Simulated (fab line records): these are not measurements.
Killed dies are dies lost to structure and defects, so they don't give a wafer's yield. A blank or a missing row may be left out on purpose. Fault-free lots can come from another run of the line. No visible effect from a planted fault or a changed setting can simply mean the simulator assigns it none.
fab line records    flow n5_finfet
record lots=6  wafers=18  last_day=17
route steps=1938 shown BEOL_M4@1077 PASSIVATION@1936
lots with no fault: from the same line, run without faults
start_h: start of the lot's first displayed wafer, in hours after the record's first day    wait_h: time in hours since the lot's previous step    " unchanged from the row above    L1.1+2: a single row standing in for several wafers    - either no value or no given start    * or withheld: withheld    < > ~ a bound
route shown NAME@n: names a module that has steps shown in the file, with the first one's number in the route    usual: the fault-free wafers' mean and standard deviation    same: alike in all rows    chamber/n: place in a boat    sites: per-site readings    _std_site: the standard deviation of these    _edge_site: mean of outer sites minus mean of inner sites    radius_mm: for every site, how far away it sits from the centre of the wafer    mask NAME#n: copy n    behind: the last tool/chamber to shape the wafer    hold: why the lot was held/for how many hours/how that ended    device: which transistor (n, p or np) failed to switch    end of line: tests of these same wafers at the route's end    a step without rows: its recipe alone    killed: dies that structure and defects cost at the first sort, which is not the same as the wafer's yield    map: a wafer's dies, x killed, . not, _ none there
set.NAME: the setting that was run; set.NAME@STEP: the one run at that earlier step    model.NAME: the simulator's own value behind a step, which no gauge read
lots at some steps of the route; a table a step, a row a wafer
services: from which hour (start_h, from the record's first day; less than 0 if before it) a tool's chamber was out of use, for how many hours, and why
## steps
# step N5_BEOL_M4_SRD_43
# recipe time_s=30  temp_c=23  rinse_liquid=diw  dry=ipa_marangoni
# step N5_BEOL_M4_CD_MEAS_35
# recipe target_cd_nm=18  target_cd_y_nm=22.4  polarity=opening
# usual cd_nm=18.1/0.38
lot.wafer  tool       chamber  start_h  wait_h  cd_nm
L328.3     cd_sem-02  -        208.20   0.0     18.3
L328.4     "          -        "        "       18.2
L328.5     "          -        "        "       18.1
L330.1     cd_sem-01  -        228.04   0.0     18.0
L330.3     "          -        "        "       17.5
L330.6     "          -        "        "       17.9
L333.1     cd_sem-03  -        246.88   0.0     17.0
L333.2     "          -        "        "       17.6
L333.6     "          -        "        "       18.1
L337.3     cd_sem-03  -        261.99   0.0     17.8
L337.4     "          -        "        "       18.5
L337.5     "          -        "        "       18.4
L338.3     cd_sem-01  -        262.47   0.0     18.3
L338.5     "          -        "        "       18.1
L338.6     "          -        "        "       18.3
L339.1     cd_sem-01  -        280.75   0.0     17.8
L339.2     "          -        "        "       18.4
L339.3     "          -        "        "       17.9
# step N5_BEOL_M4_DEGAS_44
# recipe ambient=vacuum  temp_c=250  time_s=60
# usual heater_power_w=325/35  susceptor_temp_C=250.02/0.18
lot.wafer  tool            chamber  start_h  wait_h  heater_power_w  susceptor_temp_C
L328.3     pvd_sputter-01  -        208.73   0.5     364             249.68
L328.4     "               -        "        "       307             250.00
L328.5     "               -        "        "       322             250.25
L330.1     pvd_sputter-03  -        228.24   0.2     343             249.97
L330.3     "               -        "        "       295             250.08
L330.6     "               -        "        "       339             250.09
L333.1     pvd_sputter-02  -        247.29   0.4     345             250.04
L333.2     "               -        "        "       398             249.82
L333.6     "               -        "        "       390             249.93
L337.3     pvd_sputter-02  -        262.24   0.3     397             250.10
L337.4     "               -        "        "       374             250.15
L337.5     "               -        "        "       319             250.28
L338.3     pvd_sputter-02  -        262.96   0.5     361             250.11
L338.5     "               -        "        "       339             250.29
L338.6     "               -        "        "       359             250.25
L339.1     pvd_sputter-03  -        281.35   0.6     257             250.11
L339.2     "               -        "        "       347             250.00
L339.3     "               -        "        "       320             250.07
# step N5_BEOL_M4_PRE_CLEAN_45
# recipe gas=H2/He  time_s=30  temp_c=250
# step N5_BEOL_M4_ALD_84
# recipe material=TaN  target_thk_a=*  temp_c=275  ald_precursor_family=PDMAT  ald_co_reactant=NH3  pressure_torr=3  carrier_flow_sccm=1500  pulse_time_s=2  purge_time_s=3  co_reactant_purge_time_s=2  co_reactant_pulse_time_s=3  ald_cycles=30  precursor_vessel_temp_c=75  precursor_vessel_pressure_torr=26.25  precursor_vessel_carrier_sccm=1000
# usual heater_power_w=422/62  susceptor_temp_C=275.02/0.17
lot.wafer  tool          chamber  start_h  wait_h  heater_power_w  susceptor_temp_C
L328.3     ald_metal-01  1        208.83   0.0     364             275.06
L328.4     "             0        "        "       375             275.17
L328.5     "             3        "        "       555             274.88
L330.1     ald_metal-02  1        228.34   0.0     461             275.16
L330.3     "             3        "        "       354             274.84
L330.6     "             2        "        "       412             274.96
L333.1     ald_metal-01  0        247.41   0.1     391             274.56
L333.2     "             2        "        "       416             274.87
L333.6     "             2        "        "       420             275.01
L337.3     ald_metal-01  1        262.38   0.1     359             275.23
L337.4     "             2        "        "       426             275.23
L337.5     "             0        "        "       389             274.90
L338.3     ald_metal-01  0        263.07   0.0     388             275.13
L338.5     "             0        "        "       387             275.15
L338.6     "             1        "        "       360             274.44
L339.1     ald_metal-02  1        281.47   0.1     449             275.17
L339.2     "             0        "        "       404             274.79
L339.3     "             2        "        "       403             274.92
# step N5_BEOL_M4_SURFACE_TREAT_85
# recipe gas=Ar  time_s=*  ion_energy_ev=*  ion_current_ma_cm2=0.5  pressure_mtorr=*  ar_flow_sccm=30
# step N5_BEOL_M4_CVD_47
# recipe material=Co  target_thk_a=30  temp_c=withheld  precursor=CCTBA/H2  pressure_torr=30  time_s=223.8
# step N5_BEOL_M4_SPUTTER_48
# recipe material=Cu  target_thk_a=45  temp_c=-20  chamber_pressure_pa=0.07  power_w=withheld  time_s=8.29
# usual chamber_pressure_pa=0.06999/0.00014  susceptor_temp_C=-19.99/0.095  throttle_valve_pct=30.1/0.88
lot.wafer  tool            chamber  start_h  wait_h  chamber_pressure_pa  susceptor_temp_C  throttle_valve_pct
L328.3     pvd_sputter-03  -        209.39   0.1     0.06982              -20.01            29.8
L328.4     "               -        "        "       0.06994              -19.92            31.1
L328.5     "               -        "        "       0.07004              -20.08            30.5
L330.1     pvd_sputter-01  -        228.89   0.1     0.07017              -19.99            28.2
L330.3     "               -        "        "       0.07014              -20.07            30.5
L330.6     "               -        "        "       0.06988              -20.08            30.2
L333.1     pvd_sputter-02  -        247.93   0.1     0.06983              -19.96            30.5
L333.2     "               -        "        "       0.07015              -19.91            29.9
L333.6     "               -        "        "       0.06994              -20.01            28.3
L337.3     pvd_sputter-01  -        262.94   0.1     0.07009              -20.03            29.9
L337.4     "               -        "        "       0.06995              -19.92            31.1
L337.5     "               -        "        "       0.07                 -20.11            27.9
L338.3     pvd_sputter-01  -        264.78   1.2     0.07008              -20.21            29.8
L338.5     "               -        "        "       0.06999              -20.07            30.1
L338.6     "               -        "        "       0.07005              -20.05            31.1
L339.1     pvd_sputter-03  -        281.95   0.1     0.06996              -19.91            30.8
L339.2     "               -        "        "       0.06985              -19.86            30.2
L339.3     "               -        "        "       0.06994              -19.97            30.1
# step N5_BEOL_M4_ANNEAL_49
# recipe temp_c=400  time_s=240  ambient=vacuum
# usual heater_power_w=823/84  susceptor_temp_C=400.01/0.22
lot.wafer  tool            chamber  start_h  wait_h  heater_power_w  susceptor_temp_C
L328.3     pvd_sputter-03  -        209.47   0.0     650             400.19
L328.4     "               -        "        "       871             400.58
L328.5     "               -        "        "       726             399.93
L330.1     pvd_sputter-01  -        228.97   0.0     762             400.13
L330.3     "               -        "        "       834             399.92
L330.6     "               -        "        "       745             400.17
L333.1     pvd_sputter-02  -        248.01   0.0     895             400.00
L333.2     "               -        "        "       790             399.92
L333.6     "               -        "        "       978             400.03
L337.3     pvd_sputter-01  -        263.02   0.0     756             400.07
L337.4     "               -        "        "       918             399.73
L337.5     "               -        "        "       768             399.86
L338.3     pvd_sputter-01  -        264.86   0.0     742             400.17
L338.5     "               -        "        "       743             399.82
L338.6     "               -        "        "       886             400.01
L339.1     pvd_sputter-03  -        282.03   0.0     865             400.43
L339.2     "               -        "        "       830             400.08
L339.3     "               -        "        "       674             400.05
# step N5_BEOL_M4_SPUTTER_79
# recipe material=Cu  target_thk_a=45  temp_c=-20  chamber_pressure_pa=0.07  power_w=withheld  time_s=8.29
# step N5_BEOL_M4_ANNEAL_80
# recipe temp_c=400  time_s=240  ambient=vacuum
# usual heater_power_w=822/84  susceptor_temp_C=400.00/0.22
lot.wafer  tool            chamber  start_h  wait_h  heater_power_w  susceptor_temp_C
L328.3     pvd_sputter-03  -        209.69   0.0     655             399.81
L328.4     "               -        "        "       876             400.13
L328.5     "               -        "        "       746             400.36
L330.1     pvd_sputter-01  -        229.19   0.0     726             400.15
L330.3     "               -        "        "       837             400.32
L330.6     "               -        "        "       768             399.75
L333.1     pvd_sputter-02  -        248.23   0.0     908             399.87
L333.2     "               -        "        "       805             400.00
L333.6     "               -        "        "       985             399.96
L337.3     pvd_sputter-01  -        263.24   0.0     759             399.94
L337.4     "               -        "        "       888             399.74
L337.5     "               -        "        "       759             399.77
L338.3     pvd_sputter-01  -        265.08   0.0     763             400.16
L338.5     "               -        "        "       772             399.87
L338.6     "               -        "        "       904             400.09
L339.1     pvd_sputter-03  -        282.25   0.0     848             399.61
L339.2     "               -        "        "       833             399.86
L339.3     "               -        "        "       651             400.49
# step N5_BEOL_M4_SPUTTER_81
# recipe material=Cu  target_thk_a=45  temp_c=-20  chamber_pressure_pa=0.07  power_w=withheld  time_s=8.29
# step N5_BEOL_M4_ANNEAL_82
# recipe temp_c=400  time_s=240  ambient=vacuum
# usual heater_power_w=822/83  susceptor_temp_C=399.99/0.22
lot.wafer  tool            chamber  start_h  wait_h  heater_power_w  susceptor_temp_C
L328.3     pvd_sputter-03  -        209.91   0.0     666             400.13
L328.4     "               -        "        "       856             399.94
L328.5     "               -        "        "       741             400.04
L330.1     pvd_sputter-01  -        229.41   0.0     751             400.00
L330.3     "               -        "        "       857             399.92
L330.6     "               -        "        "       759             400.05
L333.1     pvd_sputter-02  -        248.45   0.0     899             400.24
L333.2     "               -        "        "       800             400.28
L333.6     "               -        "        "       965             400.64
L337.3     pvd_sputter-01  -        263.46   0.0     763             399.89
L337.4     "               -        "        "       920             400.01
L337.5     "               -        "        "       749             399.85
L338.3     pvd_sputter-01  -        265.30   0.0     -               -
L338.5     "               -        "        "       -               -
L338.6     "               -        "        "       -               -
L339.1     pvd_sputter-03  -        282.47   0.0     -               -
L339.2     "               -        "        "       -               -
L339.3     "               -        "        "       -               -
# step N5_BEOL_M4_SPUTTER_86
# recipe material=Cu  target_thk_a=45  temp_c=-20  chamber_pressure_pa=0.07  power_w=withheld  time_s=8.29
# step N5_BEOL_M4_RC_MEAS_101
# usual DIBL_N=35.8/2.2  DIBL_P=35.3/2.7  IOFF_N=0.16/0.043  IOFF_P=0.21/0.043  ION_N=676/15  ION_P=463/9.1  SS_N=71.4/0.77  SS_P=73.0/0.79  VT_N=250/4  VT_P=-249.8/2.8
lot.wafer  tool       chamber  start_h  wait_h  DIBL_N[mV/V]  DIBL_P[mV/V]  IOFF_N[nA/um]  IOFF_P[nA/um]  ION_N[uA/um]  ION_P[uA/um]  SS_N[mV/dec]  SS_P[mV/dec]  VT_N[mV]  VT_P[mV]
L328.3     prober-01  0        212.62   0.3     34.6          34.5          0.15           0.17           688           473           71.4          72.3          247       -251.9
L328.4     "          0        "        "       36.0          35.7          0.16           0.18           641           442           72.2          73.2          254       -254.5
L328.5     "          0        "        "       36.1          36.4          0.16           0.19           677           459           71.7          73.5          250       -250.0
L330.1     prober-02  0        231.75   0.0     38.2          36.5          0.17           0.21           680           459           72.0          73.0          249       -250.7
L330.3     "          0        "        "       33.6          32.2          0.11           0.16           671           461           70.2          71.8          250       -253.1
L330.6     "          0        "        "       38.7          38.1          0.18           0.24           681           468           71.8          73.6          247       -248.2
L333.1     prober-01  0        250.79   0.0     39.4          41.4          0.21           0.33           675           465           72.3          73.7          245       -242.3
L333.2     "          0        "        "       37.3          37.5          0.19           0.25           693           476           71.3          73.2          247       -245.9
L333.6     "          0        "        "       33.9          34.9          0.12           0.20           677           474           70.5          71.8          253       -248.9
L337.3     prober-01  0        266.11   0.3     33.5          32.8          0.13           0.16           680           464           70.4          73.0          251       -253.1
L337.4     "          0        "        "       38.1          36.7          0.21           0.21           674           453           71.8          74.2          246       -250.9
L337.5     "          0        "        "       35.7          35.8          0.16           0.21           687           470           70.9          73.2          249       -253.2
L338.3     prober-02  0        268.03   0.3     38.3          37.9          0.20           0.27           681           475           71.5          73.3          247       -245.6
L338.5     "          0        "        "       36.0          34.2          0.15           0.21           672           469           71.2          73.6          249       -249.8
L338.6     "          0        "        "       35.2          35.0          0.15           0.22           675           473           71.2          73.0          250       -246.7
L339.1     prober-02  0        284.81   0.0     41.8          40.8          0.27           0.31           703           483           72.8          74.1          242       -244.3
L339.2     "          0        "        "       32.8          30.6          0.09           0.14           654           451           71.2          71.0          261       -254.0
L339.3     "          0        "        "       33.3          32.2          0.09           0.16           625           440           71.4          72.7          261       -253.7
# step N5_PASSIVATION_PROBE_49
# usual defect_limited_yield=91.1/1.4  killed_at_M0_to_M3=34/11  killed_at_M4_up=14/5.6  killed_at_contacts=13/5.9  killed_at_front_end=40/11  killed_at_other=4/3.1  killed_dies=105/16  killed_open=68/11  killed_short=34/8.4  sort_bin_5_function=5.2/0.86  sort_bin_6_memory=3.2/0.7  sort_bin_8_speed=0.1/1.1  sort_n_pass=1074/21  sort_yield_pct=91.0/1.8
# same gross_dies=1180  killed_at_back_side=0  sort_bin_4_leakage[%]=0
lot.wafer  tool       chamber  start_h  wait_h  defect_limited_yield[%]  killed_at_M0_to_M3  killed_at_M4_up  killed_at_contacts  killed_at_front_end  killed_at_other  killed_dies  killed_open  killed_short  sort_bin_5_function[%]  sort_bin_6_memory[%]  sort_bin_8_speed[%]  sort_n_pass  sort_yield_pct[%]
L328.3     prober-01  -        317.55   0.1     90.5                     35                  16               9                   51                   1                112          74           35            5.9                     2.8                   0                    1068         90.5
L328.4     prober-01  -        317.60   0.2     93.1                     36                  10               13                  23                   0                82           43           39            4.2                     2.5                   0.2                  1096         92.9
L328.5     prober-01  -        317.65   0.2     91.5                     31                  13               13                  42                   1                100          62           38            5.5                     2.7                   0                    1080         91.5
L330.1     prober-02  -        344.63   0.5     92.5                     36                  22               11                  18                   2                89           70           18            4.3                     2.9                   0                    1091         92.5
L330.3     prober-02  -        344.73   0.6     90.0                     53                  21               9                   32                   3                118          56           61            6.2                     3.4                   0                    1062         90.0
L330.6     prober-02  -        344.88   0.8     90.8                     43                  19               16                  27                   4                109          77           27            5.6                     3.5                   0                    1071         90.8
L333.1     prober-02  -        353.82   0.0     91.9                     47                  7                8                   29                   5                96           68           28            4.9                     2.9                   0                    1084         91.9
L333.2     prober-02  -        353.87   0.1     90.8                     38                  22               8                   36                   4                108          76           30            5.6                     3.4                   0                    1072         90.8
L333.6     prober-02  -        354.07   0.3     86.9                     98                  8                8                   35                   6                155          89           65            8.0                     4.2                   0                    1025         86.9
L337.3     prober-02  -        381.57   0.1     93.3                     31                  16               12                  20                   0                79           58           19            4.2                     2.4                   0                    1101         93.3
L337.4     prober-02  -        381.62   0.2     90.1                     45                  16               12                  43                   1                117          77           32            5.9                     3.1                   0                    1063         90.1
L337.5     prober-02  -        381.67   0.2     93.1                     13                  16               10                  40                   2                81           52           25            4.7                     1.9                   0                    1099         93.1
L338.3     prober-02  -        394.25   0.1     92.3                     16                  7                15                  52                   1                91           57           33            4.5                     3.0                   0                    1089         92.3
L338.5     prober-02  -        394.35   0.2     92.2                     24                  8                22                  38                   0                92           67           21            4.2                     3.2                   0                    1088         92.2
L338.6     prober-02  -        394.40   0.3     91.1                     16                  6                18                  57                   8                105          62           41            5.1                     3.2                   0                    1075         91.1
L339.1     prober-01  -        402.73   0.0     91.3                     33                  15               13                  38                   4                103          74           28            5.0                     3.5                   0                    1077         91.3
L339.2     prober-01  -        402.78   0.1     93.5                     26                  6                10                  25                   10               77           45           32            3.5                     2.9                   0                    1103         93.5
L339.3     prober-01  -        402.83   0.1     91.6                     33                  16               5                   38                   7                99           64           35            5.3                     2.9                   13.3                 924          78.3
# killed by level:class
L328.3 FIN_SAQP:geometric_particle:open=12 BEOL_M4:geometric_particle:open=11 BEOL_M1:geometric_particle:open=9 MOL_CONTACT_COAG:geometric_particle:open=8 BEOL_M0_SAQP:geometric_particle:open=8 GATE_CUT:geometric_particle:short=7 FIN_SAQP:geometric_particle:short=5 FIN_CUT:geometric_particle:open=5
L328.4 MOL_CONTACT_COAG:geometric_particle:open=11 BEOL_M1:geometric_particle:short=8 BEOL_M3:geometric_particle:short=6 BEOL_M3:geometric_particle:open=6 BEOL_M0_SAQP:geometric_particle:open=5 GATE_CUT:geometric_particle:open=4 GATE_CUT:geometric_particle:short=4 BEOL_M0_SAQP:geometric_particle:short=4
L328.5 FIN_SAQP:geometric_particle:open=13 MOL_CONTACT_COAG:geometric_particle:open=9 FIN_SAQP:geometric_particle:short=7 BEOL_M1:geometric_particle:open=7 STI_FIN_REVEAL:geometric_particle:open=6 BEOL_M0_SAQP:geometric_particle:short=6 BEOL_M0:geometric_particle:open=5 BEOL_M4:geometric_particle:open=5
L330.1 BEOL_M4:geometric_particle:open=14 BEOL_M0_SAQP:geometric_particle:open=11 MOL_CONTACT_COAG:geometric_particle:open=10 BEOL_M2:geometric_particle:open=6 BEOL_M0:geometric_particle:open=5 BEOL_M1:geometric_particle:open=5 FIN_SAQP:geometric_particle:open=4 BEOL_M0_SAQP:geometric_particle:short=4
L330.3 BEOL_M0_SAQP:geometric_particle:short=23 BEOL_M0_SAQP:geometric_particle:open=12 BEOL_M2:geometric_particle:short=8 STI_FIN_REVEAL:geometric_particle:open=8 BEOL_M4:geometric_particle:open=7 MOL_CONTACT_COAG:geometric_particle:open=6 FIN_SAQP:geometric_particle:short=5 BEOL_M1:geometric_particle:open=4
L330.6 MOL_CONTACT_COAG:geometric_particle:open=14 BEOL_M0_SAQP:geometric_particle:open=11 BEOL_M0_SAQP:geometric_particle:short=10 BEOL_M2:geometric_particle:open=8 STARTING-WAFER:geometric_particle:open=6 BEOL_M1:geometric_particle:open=6 STI_FIN_REVEAL:geometric_particle:open=5 BEOL_M3:geometric_particle:open=5
L333.1 BEOL_M1:geometric_particle:open=12 BEOL_M2:geometric_particle:open=11 BEOL_M0_SAQP:geometric_particle:open=11 FIN_SAQP:geometric_particle:short=7 DUMMY_GATE:geometric_particle:open=7 BEOL_M0_SAQP:geometric_particle:short=6 MOL_CONTACT_COAG:geometric_particle:open=4 MOL_CONTACT_COAG:geometric_particle:short=4
L333.2 BEOL_M4:geometric_particle:open=12 BEOL_M1:geometric_particle:open=9 BEOL_M0_SAQP:geometric_particle:open=8 BEOL_M2:geometric_particle:open=8 FIN_SAQP:geometric_particle:open=7 DUMMY_GATE:geometric_particle:open=7 GATE_CUT:geometric_particle:short=6 MOL_CONTACT_COAG:geometric_particle:open=5
L333.6 BEOL_M0_SAQP:geometric_particle:short=39 BEOL_M0_SAQP:geometric_particle:open=25 BEOL_M2:geometric_particle:open=15 FIN_SAQP:geometric_particle:short=8 BEOL_M3:geometric_particle:open=8 STI_FIN_REVEAL:geometric_particle:open=7 MOL_CONTACT_COAG:geometric_particle:open=7 BEOL_M1:geometric_particle:open=6
L337.3 MOL_CONTACT_COAG:geometric_particle:open=10 STI_FIN_REVEAL:geometric_particle:open=9 BEOL_M0_SAQP:geometric_particle:short=7 BEOL_M4:geometric_particle:open=7 BEOL_M0_SAQP:geometric_particle:open=5 BEOL_M1:geometric_particle:open=5 BEOL_M5:geometric_particle:open=5 FIN_SAQP:geometric_particle:open=4
L337.4 BEOL_M0_SAQP:geometric_particle:short=13 FIN_SAQP:geometric_particle:open=12 STI_FIN_REVEAL:geometric_particle:open=10 MOL_CONTACT_COAG:geometric_particle:open=9 BEOL_M0_SAQP:geometric_particle:open=8 BEOL_M2:geometric_particle:open=8 BEOL_M5:geometric_particle:open=7 BEOL_M1:geometric_particle:open=5
L337.5 STI_FIN_REVEAL:geometric_particle:open=10 FIN_SAQP:geometric_particle:open=9 MOL_CONTACT_COAG:geometric_particle:open=9 BEOL_M4:geometric_particle:open=8 FIN_SAQP:geometric_particle:short=6 STARTING-WAFER:geometric_particle:short=5 BEOL_M0_SAQP:geometric_particle:short=4 DUMMY_GATE:geometric_particle:open=3
L338.3 DUMMY_GATE:geometric_particle:open=13 MOL_CONTACT_COAG:geometric_particle:open=12 FIN_SAQP:geometric_particle:short=10 FIN_SAQP:geometric_particle:open=10 STI_FIN_REVEAL:geometric_particle:open=4 BEOL_M0_SAQP:geometric_particle:short=4 BEOL_M2:geometric_particle:open=3 GATE_CUT:geometric_particle:short=3
L338.5 MOL_CONTACT_COAG:geometric_particle:open=21 BEOL_M1:geometric_particle:open=8 STI_FIN_REVEAL:geometric_particle:open=6 FIN_SAQP:geometric_particle:open=5 DUMMY_GATE:geometric_particle:open=5 GATE_CUT:geometric_particle:short=5 BEOL_M3:geometric_particle:open=4 STARTING-WAFER:geometric_particle:short=4
L338.6 MOL_CONTACT_COAG:geometric_particle:open=14 FIN_SAQP:geometric_particle:short=12 STI_FIN_REVEAL:geometric_particle:open=11 DUMMY_GATE:geometric_particle:open=10 FIN_SAQP:geometric_particle:open=9 GATE_CUT:geometric_particle:short=5 MOL_CONTACT_COAG:geometric_particle:short=4 STARTING-WAFER:geometric_particle:short=4
L339.1 FIN_SAQP:geometric_particle:open=12 MOL_CONTACT_COAG:geometric_particle:open=11 BEOL_M0_SAQP:geometric_particle:open=11 FIN_SAQP:geometric_particle:short=6 BEOL_M0_SAQP:geometric_particle:short=6 BEOL_M1:geometric_particle:open=6 BEOL_M7:geometric_particle:open=5 DUMMY_GATE:geometric_particle:open=4
L339.2 BEOL_M0_SAQP:geometric_particle:short=9 MOL_CONTACT_COAG:geometric_particle:open=8 BEOL_M0_SAQP:geometric_particle:open=8 FIN_SAQP:geometric_particle:short=7 FIN_SAQP:geometric_particle:open=6 BEOL_M3:geometric_particle:open=5 MIM_TOP_ETCH:geometric_particle:short=4 DUMMY_GATE:geometric_particle:open=4
L339.3 FIN_SAQP:geometric_particle:short=16 BEOL_M0_SAQP:geometric_particle:open=9 BEOL_M1:geometric_particle:open=9 FIN_SAQP:geometric_particle:open=7 BEOL_M0_SAQP:geometric_particle:short=7 BEOL_M4:geometric_particle:open=6 BEOL_M7:geometric_particle:open=6 MOL_CONTACT_COAG:geometric_particle:open=5
## services
tool          chamber  start_h  hours  kind
ald_metal-02  3        253.62   16.2   repair
ald_metal-02  -        261.33   0.9    repair
ald_metal-01  -        273.22   0.2    repair
## key
first_sign step=N5_BEOL_M4_ANNEAL_82  reading=tool_record  direction=missing
effect none on later readings
met_at N5_BEOL_M4_ANNEAL_82
struck_wafers L338.3,L338.5,L338.6,L339.1,L339.2,L339.3
onset_between 263.46 265.30
fault kind=skipped_step_whole  tool=pvd_sputter-01,pvd_sputter-03  chamber=-  onset_h=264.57  steps=N5_BEOL_M4_ANNEAL_82  scope=struck_lots_only
